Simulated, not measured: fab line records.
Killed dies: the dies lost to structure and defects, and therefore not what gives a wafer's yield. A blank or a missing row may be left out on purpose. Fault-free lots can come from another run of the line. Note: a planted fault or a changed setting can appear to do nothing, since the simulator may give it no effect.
Problem report in the 8D (eight disciplines) form, filled by code / flow nand-harc / the parts of the form that need people (team, actions taken, sign-off) are left out

## 1. WHAT IS WRONG
Wafers without a fault read 188.45 W, standard deviation 0.13; heater-power-total-W at NHARC_A_SLIT_SOFTBAKE_04 reads a mean of 200.89 W on 3 wafers belonging to 2 lots. That is +96 standard deviations from the usual mean.
The step: time 55 s.
Seen first at day 20 17:00 on litho-track-01, wafer L508.1. Wafers with a number at this step in the record: 36, from 12 lots. Rule for "out" (also "out of limits"): further than 4 standard deviations from the usual mean. Any other wafer with a number is counted as sound.

## 2. WHAT IT IS, WHAT IT ISN'T
question=which readings at this step | is=heater-power-total-W | is not=-
question=which lots | is=L508, L509 | is not=L504, L505, L517, L518, L519, L520, L521, L523, L525, L527
question=which wafers of those lots | is=L508.1, L508.2, L509.2 | is not=L508.6, L509.3, L509.6
question=read on which tools | is=litho-track-01 | is not=litho-track-04, litho-track-06
question=when | is=from day 20 17:00 | is not=up to then (7 sound wafers); but 26 sound wafers of L509, L517, L518, L519, L520, L521, L523, L525, L527 came after

## 3. WHAT RULES OUT EACH SUSPECT
Counting: any tool at a process step up to the reading remains a suspect provided it ran every lot that is out. Sound lots after the first of them don't rule it out here, since some wafers of a struck lot are sound.
- litho-track-01 at NHARC_A_SLIT_SOFTBAKE_04 (time 55 s): kept. Every lot that is out went through it, the first being L508 (day 20 17:00); the last sound lot it ran before that was L505 (day 20 04:00). Its own heater-power-total-W readings are out on those wafers.
Left after counting: litho-track-01 at NHARC_A_SLIT_SOFTBAKE_04.

## 4. THE CAUSE (what the simulator had put in)
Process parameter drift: litho-track-01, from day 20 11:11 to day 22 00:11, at NHARC_A_SLIT_SOFTBAKE_04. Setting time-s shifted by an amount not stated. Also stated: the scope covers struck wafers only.
Counting left only this tool.

## 5. THE CHAIN OF EFFECTS, in route order
Rows list readings where the struck wafers' mean (over those with a number) sits beyond 3 standard deviations from the usual. Only readings for which the record gives a usual standard deviation are gone through. hours: the time from each lot's start at the first step in this table that gives one to its start at this step, as a median over the lots. sigmas: the change in usual standard deviations.
hours=0; step=NHARC_A_SLIT_SOFTBAKE_04; reading=heater-power-total-W; usual=188.45 W; on struck wafers=200.89; change=+12.44; sigmas=+96
It contains these process steps:
- NHARC_A_SLIT_SOFTBAKE_04: time 55 s.

## 6. WHAT WOULD HAVE CAUGHT IT SOONER
In this record no reading fell out of limits until day 20 17:00, 6 hours after the fault had begun at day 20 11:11.
